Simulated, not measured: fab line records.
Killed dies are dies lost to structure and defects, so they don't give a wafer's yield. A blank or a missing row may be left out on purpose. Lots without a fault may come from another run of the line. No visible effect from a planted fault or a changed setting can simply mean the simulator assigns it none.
fab line records    flow nandHarc
record: lots: 6  wafers: 18  lastDay: 32
route steps=1302 shown A_CONTACT@1040 END@1302
lots that met no fault: taken from a fault-free run of the same line
startH: the number of hours between the record's first day and the start of the first shown wafer of the lot    waitH: how many hours have passed since the lot's step before this one    " identical to the entry in the row above    L1.1+2: a single row standing in for several wafers    - either no value or no given start    * or withheld: withheld    < > ~ a bound
route shown NAME@n: NAME is a module with steps in the file, n the number in the route of the first one    usual: mean/standard deviation taken from wafers without a fault    same: alike in all rows    chamber/n: place in a boat    sites: per-site readings    _std_site: the values' standard deviation    _edge_site: mean of outer sites minus mean of inner sites    radiusMm: for every site, how far away it sits from the centre of the wafer    mask NAME#n: copy n    behind: the tool/chamber that last shaped the wafer    hold: why the lot was held/for how many hours/how that ended    device: names the non-switching transistor (n, p or np)    end of line: at the end of the route, the tests of the same wafers    where a step has no rows: the recipe by itself    killed: dies that structure and defects cost at the first sort, which is not the same as the wafer's yield    map: the dies of a wafer, with x for killed, . for not killed, _ for no die there
set.NAME: the setting the step ran with; set.NAME@STEP: the setting that earlier step ran with    model.NAME: the simulator's own value behind a step, which no gauge read
lots at some steps of the route; a table a step, a row a wafer
services: a tool's chamber out of use, with start hour (startH, from the record's first day; less than 0 if before it), hours out, and reason
== steps ==
step: NHARC_A_CONTACT_OVL_MEAS_70
usual: overlayXNm: 0.1/0.9  overlayYNm: 0.1/0.74
lot.wafer  tool        chamber  startH  waitH  overlayXNm  overlayYNm
L756.2     overlay-02  -        511.80  -      -0.6        1.0
L756.3     "           -        "       "      -0.6        0.5
L756.4     "           -        "       "      -0.5        0.4
L757.1     overlay-01  -        520.77  -      0.6         -0.4
L757.3     "           -        "       "      0.1         0.7
L757.6     "           -        "       "      -0.1        -0.4
L760.2     overlay-01  -        534.81  -      -0.3        0.8
L760.5     "           -        "       "      0.0         1.1
L760.6     "           -        "       "      -0.4        1.0
L761.4     overlay-01  -        552.35  -      -0.8        1.3
L761.5     "           -        "       "      -0.5        1.2
L761.6     "           -        "       "      -0.8        1.7
L773.1     overlay-01  -        677.66  -      0.5         0.5
L773.2     "           -        "       "      0.2         1.0
L773.6     "           -        "       "      0.7         0.4
L776.3     overlay-01  -        698.12  -      -0.2        -0.4
L776.4     "           -        "       "      0.5         0.4
L776.6     "           -        "       "      0.9         0.5
step: NHARC_A_CONTACT_INSPECT_71
usual: rawDefectCount: 80/39
lot.wafer  tool              chamber  startH  waitH  rawDefectCount
L756.2     defectInspect-01  -        511.83  0.0    21
L756.3     "                 -        "       "      21
L756.4     "                 -        "       "      9
L757.1     defectInspect-01  -        520.80  0.0    72
L757.3     "                 -        "       "      65
L757.6     "                 -        "       "      66
L760.2     defectInspect-01  -        534.85  0.0    141
L760.5     "                 -        "       "      158
L760.6     "                 -        "       "      175
L761.4     defectInspect-01  -        552.39  0.0    99
L761.5     "                 -        "       "      117
L761.6     "                 -        "       "      101
L773.1     defectInspect-02  -        677.70  0.0    171
L773.2     "                 -        "       "      173
L773.6     "                 -        "       "      161
L776.3     defectInspect-01  -        698.15  0.0    28
L776.4     "                 -        "       "      29
L776.6     "                 -        "       "      35
step: NHARC_A_CONTACT_DESCUM_74
recipe: timeS: 3  o2FlowSccm: 200  arFlowSccm: 0  biasPowerW: 0  chemistry: O2
usual: drypumpMotorCurrentA: 5.6/0.34  oesProductAu: 0.996/0.01  rfVppV: 57.7/0.93  showerheadPlenumPTorr: 1.91/0.081  throttleValvePct: 11.311/0.0085
lot.wafer  tool        chamber  startH  waitH  drypumpMotorCurrentA  oesProductAu  rfHoursCounterH  rfVppV  showerheadPlenumPTorr  throttleValvePct
L756.2     rieDiel-04  1        511.89  0.1    5.6                   0.990         18               59.4    1.83                   11.327
L756.4     "           2        "       "      5.7                   0.999         19               59.3    2.01                   11.297
L756.3     "           0        "       "      5.1                   1.011         20               56.8    1.85                   11.310
L757.3     rieDiel-06  3        520.86  0.1    5.2                   1.002         7                57.3    1.90                   11.311
L757.1     "           1        "       "      5.6                   0.991         7                58.7    2.07                   11.315
L757.6     "           3        "       "      5.2                   0.996         -                57.5    1.90                   11.322
L760.2     rieDiel-01  1        534.93  0.1    6.0                   0.992         40               57.6    1.92                   11.308
L760.5     "           3        "       "      6.1                   1.004         -                58.5    2.02                   11.325
L760.6     "           0        "       "      5.4                   1.005         -                58.7    2.04                   11.289
L761.4     rieDiel-06  0        552.45  0.1    5.2                   1.014         25               58.0    1.82                   11.317
L761.6     "           0        "       "      5.3                   1.001         -                58.3    1.82                   11.289
L761.5     "           1        "       "      5.6                   0.987         -                59.0    2.07                   11.299
L773.1     rieDiel-04  3        677.76  0.1    5.8                   0.996         22               59.4    1.87                   11.299
L773.2     "           2        "       "      5.7                   0.990         18               56.4    2.00                   11.321
L773.6     "           3        "       "      5.8                   1.003         -                57.5    1.87                   11.316
L776.4     rieDiel-04  1        698.22  0.1    5.6                   0.990         26               56.3    1.82                   11.320
L776.3     "           2        "       "      5.7                   0.989         22               57.0    2.00                   11.322
L776.6     "           1        "       "      5.6                   0.992         -                57.8    1.82                   11.308
step: NHARC_A_CONTACT_ETCH_75
recipe: targetDepthA: 390  overEtchFrac: 0.3  timeS: 65  ionEnergyEv: 80  cf4FlowSccm: 150  arFlowSccm: 0  rfW: 300  biasW: 100  chemistry: CF4
step: NHARC_A_CONTACT_ETCH_76
recipe: targetDepthA: 2600  overEtchFrac: 0.3  timeS: 475.3  ionEnergyEv: 200  n2FlowSccm: 150  h2FlowSccm: 150  arFlowSccm: 0  rfW: 400  biasW: 150  chemistry: N2/H2
usual: biasW: 150.0/0.46  chamberPressureMTorr: 30.004/0.027  drypumpMotorCurrentA: 5.6/0.35  oesProductAu: 0.996/0.0088  rfVppV: 430.6/2.6  showerheadPlenumPTorr: 2.05/0.09  throttleValvePct: 14.169/0.0086
lot.wafer  tool        chamber  startH  waitH  biasW  chamberPressureMTorr  drypumpMotorCurrentA  oesProductAu  rfHoursCounterH  rfVppV  showerheadPlenumPTorr  throttleValvePct
L756.2     rieDiel-04  2        -       -      150.3  29.987                5.7                   1.007         19               432.2   2.15                   14.184
L756.3     "           3        "       "      149.6  30.002                5.8                   0.994         20               429.4   2.00                   14.172
L756.4     "           1        "       "      149.5  29.983                5.6                   0.995         19               428.9   1.95                   14.167
L757.1     rieDiel-06  1        -       -      150.1  30.008                5.6                   0.990         7                434.5   2.22                   14.171
L757.3     "           2        "       "      149.4  29.995                6.3                   0.992         7                430.1   2.04                   14.177
L757.6     "           0        "       "      150.2  29.999                5.3                   1.001         -                428.4   1.95                   14.152
L760.2     rieDiel-01  2        -       -      149.6  30.034                5.5                   1.001         52               427.6   2.00                   14.163
L760.6     "           3        "       "      150.6  30.010                6.1                   0.998         -                435.8   2.16                   14.173
L760.5     "           0        "       "      149.9  30.092                5.4                   0.997         -                435.2   2.18                   14.163
L761.4     rieDiel-06  3        -       -      149.4  29.972                5.3                   0.996         22               429.4   2.02                   14.165
L761.5     "           2        "       "      150.8  29.987                6.3                   0.988         -                429.9   2.04                   14.168
L761.6     "           3        "       "      149.0  29.974                5.3                   0.985         -                430.6   2.02                   14.171
L773.2     rieDiel-04  3        -       -      149.9  30.002                5.8                   1.002         23               429.8   1.99                   14.177
L773.1     "           1        "       "      150.2  29.991                5.6                   0.994         22               429.0   1.94                   14.158
L773.6     "           1        "       "      149.5  30.026                5.6                   0.993         -                428.1   1.94                   14.174
L776.3     rieDiel-04  2        -       -      150.2  29.995                5.7                   0.992         22               434.4   2.14                   14.166
L776.4     "           0        "       "      150.3  30.061                5.1                   1.006         27               428.6   1.96                   14.189
L776.6     "           2        "       "      149.5  30.031                5.7                   0.997         -                432.2   2.14                   14.158
step: NHARC_A_CONTACT_ETCH_77
recipe: targetDepthA: 1089  timeS: 54.5  cf4FlowSccm: 100  chf3FlowSccm: 30  arFlowSccm: 0  rfW: 500  biasW: 200  chemistry: CF4/CHF3
step: NHARC_A_CONTACT_ETCH_78
recipe: targetDepthA: 53000  overEtchFrac: 0.3  timeS: 1378  ionEnergyEv: 150  o2FlowSccm: 400  cosFlowSccm: 20  arFlowSccm: 0  rfW: 500  biasW: 300  chemistry: O2/COS
step: NHARC_A_CONTACT_ETCH_124
recipe: sourceW: withheld  pressureMtorr: 20  biasV: withheld  timeS: 140  targetDepthA: 7000  arFlowSccm: withheld  c4f8FlowSccm: withheld  o2FlowSccm: withheld  chemistry: C4F8/O2/Ar
step: NHARC_A_CONTACT_ETCH_125
recipe: sourceW: withheld  pressureMtorr: 20  biasV: 3000  timeS: 197  targetDepthA: 19180  arFlowSccm: withheld  c4f8FlowSccm: withheld  o2FlowSccm: withheld  chemistry: C4F8/O2/Ar
usual: chamberPressureMTorr: 20.001/0.019  oesAirLineAu: 0.999/0.02
lot.wafer  tool           chamber  startH  waitH  chamberPressureMTorr  oesAirLineAu  rfHoursCounterH
L756.2     harCapEtch-01  0        514.20  0.2    20.007                1.038         0
L756.4     "              0        "       "      19.984                1.031         -
L756.3     "              1        "       "      20.033                0.996         -
L757.1     harCapEtch-02  1        522.60  0.2    19.990                0.987         91
L757.3     "              0        "       "      20.007                1.001         -
L757.6     "              0        "       "      20.016                1.024         -
L760.2     harCapEtch-02  0        536.68  0.2    20.028                1.030         94
L760.6     "              1        "       "      19.994                1.002         -
L760.5     "              0        "       "      19.999                1.042         -
L761.4     harCapEtch-02  1        554.24  0.2    20.009                1.029         -
L761.5     "              1        "       "      19.981                0.991         -
L761.6     "              0        "       "      20.012                1.025         -
L773.1     harCapEtch-03  0        679.81  0.2    19.990                1.008         73
L773.2     "              1        "       "      20.031                0.999         73
L773.6     "              0        "       "      19.963                1.014         -
L776.4     harCapEtch-03  0        700.01  0.2    20.001                0.966         -
L776.3     "              1        "       "      20.010                0.969         -
L776.6     "              1        "       "      19.984                0.985         -
step: NHARC_A_CONTACT_ETCH_126
recipe: sourceW: withheld  pressureMtorr: 20  biasV: 3000  timeS: 197  targetDepthA: 19180  arFlowSccm: withheld  c4f8FlowSccm: withheld  o2FlowSccm: withheld  chemistry: C4F8/O2/Ar
usual: chamberPressureMTorr: 20.000/0.019  oesAirLineAu: 1.000/0.021
lot.wafer  tool           chamber  startH  waitH  chamberPressureMTorr  oesAirLineAu  rfHoursCounterH
L756.2     harCapEtch-01  0        514.38  0.1    20.002                1.027         0
L756.4     "              0        "       "      20.000                0.986         -
L756.3     "              1        "       "      20.007                1.020         -
L757.1     harCapEtch-02  1        522.78  0.1    20.032                0.984         91
L757.3     "              0        "       "      19.993                1.010         -
L757.6     "              0        "       "      20.001                1.018         -
L760.2     harCapEtch-02  0        536.86  0.1    20.017                1.007         94
L760.6     "              1        "       "      20.007                0.973         -
L760.5     "              0        "       "      19.993                1.034         -
L761.4     harCapEtch-02  1        554.42  0.1    19.999                1.039         -
L761.5     "              1        "       "      19.993                1.021         -
L761.6     "              0        "       "      19.982                0.995         -
L773.1     harCapEtch-03  0        679.98  0.1    20.016                1.044         73
L773.2     "              1        "       "      19.977                1.065         73
L773.6     "              0        "       "      19.987                0.998         -
L776.4     harCapEtch-03  0        700.18  0.1    20.001                1.033         -
L776.3     "              1        "       "      19.984                1.004         -
L776.6     "              1        "       "      20.001                0.988         -
step: NHARC_A_CONTACT_ETCH_127
recipe: sourceW: withheld  pressureMtorr: 20  biasV: 3000  timeS: 197  targetDepthA: 19180  arFlowSccm: withheld  c4f8FlowSccm: withheld  o2FlowSccm: withheld  chemistry: C4F8/O2/Ar
step: NHARC_A_CONTACT_ETCH_128
recipe: sourceW: withheld  pressureMtorr: 20  biasV: 3000  timeS: 197  targetDepthA: 19180  arFlowSccm: withheld  c4f8FlowSccm: withheld  o2FlowSccm: withheld  chemistry: C4F8/O2/Ar
usual: chamberPressureMTorr: 20.001/0.019  oesAirLineAu: 1.003/0.019
lot.wafer  tool           chamber  startH  waitH  chamberPressureMTorr  oesAirLineAu  rfHoursCounterH
L756.2     harCapEtch-01  0        514.73  0.1    19.989                0.984         1
L756.4     "              0        "       "      19.972                0.964         -
L756.3     "              1        "       "      20.022                1.007         -
L757.1     harCapEtch-02  1        523.13  0.1    19.981                0.998         91
L757.3     "              0        "       "      20.012                1.003         -
L757.6     "              0        "       "      19.976                1.026         -
L760.2     harCapEtch-02  0        537.21  0.1    20.016                0.986         95
L760.6     "              1        "       "      19.993                1.014         -
L760.5     "              0        "       "      20.001                1.005         -
L761.4     harCapEtch-02  1        554.77  0.1    20.005                0.993         -
L761.5     "              1        "       "      20.008                0.985         -
L761.6     "              0        "       "      19.995                0.999         -
L773.1     harCapEtch-03  0        680.34  0.1    20.018                1.029         73
L773.2     "              1        "       "      20.037                1.000         73
L773.6     "              0        "       "      20.001                1.004         -
L776.4     harCapEtch-03  0        700.53  0.1    20.005                1.019         -
L776.3     "              1        "       "      20.003                0.995         -
L776.6     "              1        "       "      20.018                0.960         -
step: NHARC_A_CONTACT_ETCH_129
recipe: sourceW: withheld  pressureMtorr: 20  biasV: 3000  timeS: 197  targetDepthA: 19180  arFlowSccm: withheld  c4f8FlowSccm: withheld  o2FlowSccm: withheld  chemistry: C4F8/O2/Ar
usual: chamberPressureMTorr: 20.001/0.016  oesAirLineAu: 1.003/0.021
lot.wafer  tool           chamber  startH  waitH  chamberPressureMTorr  oesAirLineAu  rfHoursCounterH
L756.2     harCapEtch-01  0        514.91  0.1    19.991                0.986         1
L756.4     "              0        "       "      20.022                1.026         -
L756.3     "              1        "       "      19.972                1.024         -
L757.1     harCapEtch-02  1        523.31  0.1    20.008                0.984         91
L757.3     "              0        "       "      20.006                0.964         -
L757.6     "              0        "       "      19.978                1.041         -
L760.2     harCapEtch-02  0        537.39  0.1    -                     -             -
L760.6     "              1        "       "      -                     -             -
L760.5     "              0        "       "      -                     -             -
L761.4     harCapEtch-02  1        554.95  0.1    -                     -             -
L761.5     "              1        "       "      -                     -             -
L761.6     "              0        "       "      -                     -             -
L773.1     harCapEtch-03  0        680.51  0.1    20.014                0.994         73
L773.2     "              1        "       "      20.010                0.987         73
L773.6     "              0        "       "      20.025                0.999         -
L776.4     harCapEtch-03  0        700.71  0.1    19.984                0.989         -
L776.3     "              1        "       "      19.986                1.000         -
L776.6     "              1        "       "      20.016                1.007         -
step: NHARC_A_CONTACT_ETCH_130
recipe: sourceW: withheld  pressureMtorr: 20  biasV: 3000  timeS: 197  targetDepthA: 19180  arFlowSccm: withheld  c4f8FlowSccm: withheld  o2FlowSccm: withheld  chemistry: C4F8/O2/Ar
step: NHARC_END_SORT_01
recipe: tempC: 25
usual: killedAtArray: 55/19  killedAtOther: 0.8/1.1  killedAtPeriphery: 4.0/2.6  killedDies: 60/20  killedOpen: 3.4/1.7  killedShort: 2.6/1.5
same: grossDies: 677
lot.wafer  tool       chamber  startH  waitH  killedAtArray  killedAtOther  killedAtPeriphery  killedDies  killedOpen  killedShort
L756.2     prober-01  0        571.99  2.8    21             0              3                  24          1           4
L756.3     prober-01  0        572.78  3.1    31             1              3                  35          7           2
L756.4     prober-01  0        573.58  3.4    17             0              2                  19          3           0
L757.1     prober-02  0        589.69  2.5    48             0              3                  51          2           1
L757.3     prober-02  0        591.30  3.1    50             0              2                  52          1           6
L757.6     prober-02  0        593.73  4.0    45             0              2                  47          2           3
L760.2     prober-01  0        592.79  2.8    676            0              1                  677         4           5
L760.5     prober-01  0        595.16  3.7    674            0              3                  677         4           1
L760.6     prober-01  0        595.95  3.9    674            1              2                  677         1           2
L761.4     prober-02  0        620.58  3.4    673            0              4                  677         4           2
L761.5     prober-02  0        621.38  3.7    672            1              4                  677         6           5
L761.6     prober-02  0        622.17  4.0    673            0              4                  677         6           3
L773.1     prober-02  0        739.60  2.5    103            0              9                  112         3           1
L776.3     prober-01  0        763.80  3.1    28             0              5                  33          4           0
L776.4     prober-01  0        764.60  3.4    32             0              6                  38          6           2
L776.6     prober-01  0        766.18  4.0    30             0              4                  34          2           2
killed by level:class
L756.2 A_CHANNEL_HOLE_D2:chamberFilmFlake=5 A_STAIRCASE:chamberFilmFlake=3 A_CONTACT:unspecified=3 A_WL_FILL:geometricParticle:short=2 A_CHANNEL_FILL_D2:chamberFilmFlake=2 A_WL_FILL:chamberFilmFlake=2 A_CONTACT:chamberFilmFlake=2 P_GATE:geometricParticle:short=1
L756.3 A_CHANNEL_HOLE_D2:chamberFilmFlake=6 A_CHANNEL_HOLE_D1:chamberFilmFlake=4 A_WL_FILL:chamberFilmFlake=3 A_CONTACT:chamberFilmFlake=3 A_CHANNEL_FILL_D1:geometricParticle:open=2 A_M0:geometricParticle:open=2 A_ZERO_WELL:chamberFilmFlake=2 A_CONTACT:unspecified=2
L756.4 A_CHANNEL_HOLE_D2:chamberFilmFlake=4 A_STAIRCASE:chamberFilmFlake=3 A_CHANNEL_FILL_D2:chamberFilmFlake=2 A_CONTACT:unspecified=2 A_CONTACT:chamberFilmFlake=2 A_CHANNEL_FILL_D1:geometricParticle:open=1 A_DECK1_JOINT:geometricParticle:open=1 A_SGD_CUT:geometricParticle:open=1
L757.1 A_CHANNEL_HOLE_D2:chamberFilmFlake=38 A_ZERO_WELL:chamberFilmFlake=3 A_CONTACT:chamberFilmFlake=3 P_M0:geometricParticle:open=2 A_CHANNEL_FILL_D2:geometricParticle:short=1 P_GATE:chamberFilmFlake=1 A_CHANNEL_HOLE_D1:chamberFilmFlake=1 A_CHANNEL_FILL_D1:chamberFilmFlake=1
L757.3 A_CHANNEL_HOLE_D2:chamberFilmFlake=33 A_SGD_CUT:chamberFilmFlake=5 A_ONON_D2:geometricParticle:short=4 A_CONTACT:chamberFilmFlake=3 P_CONTACT:geometricParticle:open=1 A_DECK1_JOINT:geometricParticle:short=1 A_WL_FILL:geometricParticle:short=1 P_STI:chamberFilmFlake=1
L760.2 A_CONTACT:areaEtch=585 A_SLIT:chamberFilmFlake=29 A_CHANNEL_HOLE_D2:chamberFilmFlake=19 A_CHANNEL_HOLE_D1:chamberFilmFlake=19 A_CONTACT:chamberFilmFlake=8 A_STAIRCASE:chamberFilmFlake=6 A_CHANNEL_FILL_D2:geometricParticle:short=2 P_GATE:geometricParticle:open=1
L757.6 A_CHANNEL_HOLE_D2:chamberFilmFlake=31 A_CONTACT:chamberFilmFlake=5 A_DECK1_JOINT:chamberFilmFlake=2 P_STI:geometricParticle:open=1 A_CHANNEL_FILL_D2:geometricParticle:short=1 A_WL_FILL:geometricParticle:short=1 A_CONTACT:geometricParticle:open=1 A_M1:geometricParticle:short=1
L760.5 A_CONTACT:areaEtch=599 A_SLIT:chamberFilmFlake=26 A_CHANNEL_HOLE_D1:chamberFilmFlake=19 A_CHANNEL_HOLE_D2:chamberFilmFlake=16 A_CONTACT:chamberFilmFlake=5 A_STAIRCASE:chamberFilmFlake=4 A_SGD_CUT:geometricParticle:open=3 P_M0:geometricParticle:open=1
L760.6 A_CONTACT:areaEtch=576 A_SLIT:chamberFilmFlake=32 A_CHANNEL_HOLE_D1:chamberFilmFlake=27 A_CHANNEL_HOLE_D2:chamberFilmFlake=24 A_CONTACT:chamberFilmFlake=5 A_STAIRCASE:chamberFilmFlake=4 A_WL_FILL:chamberFilmFlake=3 P_CONTACT:geometricParticle:open=1
L761.4 A_CONTACT:areaEtch=606 A_SLIT:chamberFilmFlake=25 A_CHANNEL_HOLE_D1:chamberFilmFlake=24 A_CONTACT:chamberFilmFlake=6 A_CHANNEL_HOLE_D2:chamberFilmFlake=5 A_M0:geometricParticle:open=2 P_ZERO_WELL:chamberFilmFlake=2 A_CHANNEL_FILL_D1:geometricParticle:open=1
L761.5 A_CONTACT:areaEtch=597 A_CHANNEL_HOLE_D1:chamberFilmFlake=32 A_SLIT:chamberFilmFlake=28 A_CHANNEL_HOLE_D2:chamberFilmFlake=5 A_DECK1_JOINT:geometricParticle:short=2 A_CONTACT:chamberFilmFlake=2 P_GATE:geometricParticle:open=1 P_CONTACT:geometricParticle:open=1
L761.6 A_CONTACT:areaEtch=603 A_CHANNEL_HOLE_D1:chamberFilmFlake=29 A_SLIT:chamberFilmFlake=17 A_CHANNEL_HOLE_D2:chamberFilmFlake=8 A_CONTACT:chamberFilmFlake=6 A_M0:geometricParticle:open=2 P_ZERO_WELL:chamberFilmFlake=2 P_M0:geometricParticle:open=1
L773.1 A_CHANNEL_HOLE_D1:chamberFilmFlake=34 A_SLIT:chamberFilmFlake=29 A_CHANNEL_HOLE_D2:chamberFilmFlake=15 A_STAIRCASE:chamberFilmFlake=7 A_CONTACT:chamberFilmFlake=6 A_WL_FILL:chamberFilmFlake=4 P_GATE:chamberFilmFlake=3 P_M2:chamberFilmFlake=3
L776.3 A_CHANNEL_HOLE_D1:chamberFilmFlake=9 A_CONTACT:chamberFilmFlake=5 P_M0:chamberFilmFlake=3 A_STAIRCASE:chamberFilmFlake=3 A_ZERO_WELL:chamberFilmFlake=2 A_CHANNEL_HOLE_D2:chamberFilmFlake=2 A_CHANNEL_FILL_D2:chamberFilmFlake=2 A_SLIT:chamberFilmFlake=2
L776.4 A_CHANNEL_HOLE_D1:chamberFilmFlake=10 A_SLIT:chamberFilmFlake=6 A_STAIRCASE:chamberFilmFlake=3 A_CONTACT:chamberFilmFlake=3 A_ONON_D2:geometricParticle:open=2 P_M0:chamberFilmFlake=2 P_STI:geometricParticle:open=1 P_M0:geometricParticle:open=1
L776.6 A_CHANNEL_HOLE_D1:chamberFilmFlake=14 A_SLIT:chamberFilmFlake=5 P_M0:chamberFilmFlake=3 A_CHANNEL_FILL_D2:chamberFilmFlake=3 A_SGD_CUT:geometricParticle:short=2 A_STAIRCASE:chamberFilmFlake=2 P_CONTACT:geometricParticle:open=1 A_ONON_D1:geometricParticle:open=1
map L760.2 (x killed, . not)
____________x____________
_________xxxxxxx_________
_______xxxxxxxxxxx_______
______xxxxxxxxxxxxx______
_____xxxxxxxxxxxxxxx_____
____xxxxxxxxxxxxxxxxx____
____xxxxxxxxxxxxxxxxx____
___xxxxxxxxxxxxxxxxxxx___
___xxxxxxxxxxxxxxxxxxx___
__xxxxxxxxxxxxxxxxxxxxx__
__xxxxxxxxxxxxxxxxxxxxx__
_xxxxxxxxxxxxxxxxxxxxxxx_
_xxxxxxxxxxxxxxxxxxxxxxx_
_xxxxxxxxxxxxxxxxxxxxxxx_
_xxxxxxxxxxxxxxxxxxxxxxx_
_xxxxxxxxxxxxxxxxxxxxxxx_
xxxxxxxxxxxxxxxxxxxxxxxxx
xxxxxxxxxxxxxxxxxxxxxxxxx
xxxxxxxxxxxxxxxxxxxxxxxxx
xxxxxxxxxxxxxxxxxxxxxxxxx
xxxxxxxxxxxxxxxxxxxxxxxxx
_xxxxxxxxxxxxxxxxxxxxxxx_
_xxxxxxxxxxxxxxxxxxxxxxx_
_xxxxxxxxxxxxxxxxxxxxxxx_
_xxxxxxxxxxxxxxxxxxxxxxx_
_xxxxxxxxxxxxxxxxxxxxxxx_
__xxxxxxxxxxxxxxxxxxxxx__
__xxxxxxxxxxxxxxxxxxxxx__
___xxxxxxxxxxxxxxxxxxx___
___xxxxxxxxxxxxxxxxxxx___
____xxxxxxxxxxxxxxxxx____
____xxxxxxxxxxxxxxxxx____
_____xxxxxxxxxxxxxxx_____
______xxxxxxxxxxxxx______
_______xxxxxxxxxxx_______
_________xxxxxxx_________
____________x____________
map L761.4 (x killed, . not)
____________x____________
_________xxxxxxx_________
_______xxxxxxxxxxx_______
______xxxxxxxxxxxxx______
_____xxxxxxxxxxxxxxx_____
____xxxxxxxxxxxxxxxxx____
____xxxxxxxxxxxxxxxxx____
___xxxxxxxxxxxxxxxxxxx___
___xxxxxxxxxxxxxxxxxxx___
__xxxxxxxxxxxxxxxxxxxxx__
__xxxxxxxxxxxxxxxxxxxxx__
_xxxxxxxxxxxxxxxxxxxxxxx_
_xxxxxxxxxxxxxxxxxxxxxxx_
_xxxxxxxxxxxxxxxxxxxxxxx_
_xxxxxxxxxxxxxxxxxxxxxxx_
_xxxxxxxxxxxxxxxxxxxxxxx_
xxxxxxxxxxxxxxxxxxxxxxxxx
xxxxxxxxxxxxxxxxxxxxxxxxx
xxxxxxxxxxxxxxxxxxxxxxxxx
xxxxxxxxxxxxxxxxxxxxxxxxx
xxxxxxxxxxxxxxxxxxxxxxxxx
_xxxxxxxxxxxxxxxxxxxxxxx_
_xxxxxxxxxxxxxxxxxxxxxxx_
_xxxxxxxxxxxxxxxxxxxxxxx_
_xxxxxxxxxxxxxxxxxxxxxxx_
_xxxxxxxxxxxxxxxxxxxxxxx_
__xxxxxxxxxxxxxxxxxxxxx__
__xxxxxxxxxxxxxxxxxxxxx__
___xxxxxxxxxxxxxxxxxxx___
___xxxxxxxxxxxxxxxxxxx___
____xxxxxxxxxxxxxxxxx____
____xxxxxxxxxxxxxxxxx____
_____xxxxxxxxxxxxxxx_____
______xxxxxxxxxxxxx______
_______xxxxxxxxxxx_______
_________xxxxxxx_________
____________x____________
== services ==
tool           chamber  startH  hours  kind
harCapEtch-01  -        497.00  17.0   pm
harCapEtch-03  -        508.19  0.8    repair
rieDiel-04     0        510.96  -      clean
rieDiel-04     1        510.96  -      clean
rieDiel-04     2        510.96  -      clean
rieDiel-04     3        510.96  -      clean
rieDiel-04     -        531.96  9.0    pm
rieDiel-04     0        531.96  9.0    ventCycle
rieDiel-04     1        531.96  9.0    ventCycle
rieDiel-04     2        531.96  16.0   ventCycle
rieDiel-04     3        531.96  9.0    ventCycle
rieDiel-04     0        540.96  -      clean
rieDiel-04     1        540.96  -      clean
rieDiel-04     3        540.96  -      clean
rieDiel-04     2        553.89  3.6    repair
rieDiel-04     2        557.75  13.7   repair
rieDiel-01     -        557.82  9.0    pm
rieDiel-04     1        565.42  2.6    repair
rieDiel-06     -        588.48  2.4    repair
rieDiel-04     1        591.59  3.2    repair
rieDiel-01     0        636.26  1.2    repair
rieDiel-06     1        641.37  7.3    repair
rieDiel-06     -        661.70  9.0    pm
rieDiel-01     3        664.64  4.5    repair
== key ==
firstSign: step: NHARC_A_CONTACT_ETCH_129  reading: toolRecord  direction: missing
effect: step: NHARC_END_SORT_01  reading: killedAtArray  direction: up  sigmas: 32  usual: 55  struck: 674
moreKillsBornAt: NHARC_A_CONTACT_ETCH_129@harCapEtch-02: 3566
metAt NHARC_A_CONTACT_ETCH_129
struckWafers L760.2,L760.5,L760.6,L761.4,L761.5,L761.6
laterRowsLeftOut L760.2,L760.5,L760.6,L761.4,L761.5,L761.6
testerLeftOut L760,L761
onsetBetween 523.31 537.39
fault: kind: skippedStepWhole  tool: harCapEtch-02  chamber: -  onsetH: 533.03  steps: NHARC_A_CONTACT_ETCH_129  scope: struckLotsOnly
testerLeftOut: of these lots the tester's yield and bins aren't shown, on N5 and GAA mostly nor the transistor test; their killed dies are dies lost to structure and defects alone, not to doping, threshold or leakage, so they don't give the yield
laterRowsLeftOut: the simulator's readings of these wafers behind a module that went badly wrong aren't trusted and aren't shown, but for the sort
